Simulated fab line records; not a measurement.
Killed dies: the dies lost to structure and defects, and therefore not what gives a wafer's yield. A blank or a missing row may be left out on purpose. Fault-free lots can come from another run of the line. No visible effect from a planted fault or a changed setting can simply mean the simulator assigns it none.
Chamber matching	flow n5_finfet	N5_HKMG_FIN_CVD_62 on thermal_cvd_si-01 has 3 sister chambers
The step deposits a-Si from Si2H6, target thk 3 nm, time 20.8 s. 14 wafers are shown with their chamber, then 7 later ones without.

## EACH WAFER AND ITS CHAMBER
wafer	chamber	heater_power_w (W)	heater_power_outer_w (W)
L119.4	0	1373	908
L119.5	2	1312	861
L119.6	1	1229	841
L123.2	0	1418	903
L123.5	1	1209	850
L123.6	2	1341	836
L125.2	1	1262	862
L125.5	1	1236	856
L125.6	2	1322	819
L129.2	1	1236	872
L129.5	0	1408	923
L129.6	2	1329	826
L133.2	2	1279	847
L133.4	1	1234	881

SIGNATURES (means of the wafers above)
reading	chamber 0	chamber 1	chamber 2	scatter within a chamber
heater_power_w	1399.67	1234.33	1316.60	20.8
heater_power_outer_w	911.33	860.33	837.80	14.8
Rule: for each reading, subtract the chamber's mean from the wafer's reading, divide by that reading's scatter and square the result; add these up over the readings and take the root, which gives the wafer's distance from the chamber. The wafer belongs to the nearest chamber; if the next one is less than 2 further off, it can't be placed. The scatter: the root of (the sum of the squares of (reading less its chamber's mean) over the shown wafers, divided by (wafers less chambers)).

## WAFERS WITHOUT THEIR CHAMBER
wafer	heater_power_w (W)	heater_power_outer_w (W)
L133.6	1348	854
L135.1	1234	849
L135.2	1294	842
L135.5	1399	924
L139.1	1263	832
L139.4	1414	941
L139.6	1335	834

## THE CHAMBER EACH PASSED THROUGH
wafer	from the rows above	in truth
L133.6	2	2
L135.1	1	1
L135.2	2	2
L135.5	0	0
L139.1	can't be placed: 1 or 2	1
L139.4	0	0
L139.6	2	2
Correct placement for 6 of the 7. Unplaceable from these rows: 1, with the true chamber sitting among the candidates in 1. Number placed wrongly: 0.
